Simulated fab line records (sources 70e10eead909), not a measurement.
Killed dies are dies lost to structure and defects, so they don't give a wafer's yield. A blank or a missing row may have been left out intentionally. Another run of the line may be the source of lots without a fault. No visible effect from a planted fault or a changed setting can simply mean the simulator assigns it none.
Matching of chambers ; flow nand_harc ; 4 sister chambers for NHARC_A_STAIRCASE_TRIM_187 on rie_diel-13
The step chemistry O2, time 211.2 s. 22 wafers are shown with their chamber, then 11 later ones without.

## WAFERS, EACH WITH ITS CHAMBER
wafer;chamber;showerhead_plenum_p_Torr (Torr);drypump_motor_current_A (A);oes_product_au (a.u.)
L074.1;2;3.39;6.3;1.005
L074.4;2;3.39;6.3;0.982
L074.5;0;3.61;5.9;1.000
L081.2;1;3.77;5.7;0.985
L081.3;2;3.38;6.3;1.004
L081.5;1;3.77;5.7;0.982
L083.1;3;3.50;5.4;1.010
L083.3;0;3.61;5.9;0.997
L083.5;0;3.61;5.9;1.004
L086.2;0;3.60;5.9;1.007
L086.4;2;3.38;6.3;0.999
L086.5;2;3.38;6.3;1.002
L084.1;2;3.38;6.3;1.009
L084.2;1;3.77;5.7;1.000
L084.4;3;3.50;5.4;1.018
L089.1;3;3.50;5.4;1.002
L089.5;1;3.77;5.7;0.997
L089.6;2;3.37;6.4;0.989
L085.1;3;3.50;5.4;1.006
L085.3;1;3.77;5.7;0.989
L085.5;3;3.50;5.4;1.007
L091.3;2;3.37;6.3;1.001

SIGNATURES, as means of the wafers listed above
reading;chamber 0;chamber 1;chamber 2;chamber 3;scatter within a chamber
showerhead_plenum_p_Torr;3.6075;3.7700;3.3800;3.5000;0.00514
drypump_motor_current_A;5.900;5.700;6.312;5.400;0.022
oes_product_au;1.00200;0.99060;0.99887;1.00860;0.00746
Rule: distance of a wafer from a chamber = root of the sum over the readings of ((wafer's reading minus chamber's mean) / reading's scatter) squared. The wafer belongs to the nearest chamber; if the next one is less than 2 further off, it can't be placed. How the scatter is found: for the shown wafers, subtract from each reading the mean of its chamber, square and add these, divide the total by (wafers less chambers), then take the root.

## WAFERS WHOSE CHAMBER IS MISSING
wafer;showerhead_plenum_p_Torr (Torr);drypump_motor_current_A (A);oes_product_au (a.u.)
L091.5;3.37;6.4;0.991
L091.6;3.49;5.4;1.009
L093.2;3.49;5.4;1.002
L093.4;3.76;5.7;0.998
L093.6;3.59;5.9;0.996
L094.1;3.76;5.7;0.999
L094.2;3.49;5.4;1.015
L094.5;3.37;6.3;1.030
L097.1;3.75;5.7;1.001
L097.2;3.36;6.3;1.003
L097.3;3.59;5.9;1.010

## THE CHAMBER EACH PASSED THROUGH
wafer;from the rows above;in truth
L091.5;2;2
L091.6;3;3
L093.2;3;3
L093.4;1;1
L093.6;0;0
L094.1;1;1
L094.2;3;3
L094.5;2;2
L097.1;1;1
L097.2;2;2
L097.3;0;0
Correct placement for 11 of the 11. From these rows, 0 cannot be placed. Wrongly placed: 0.
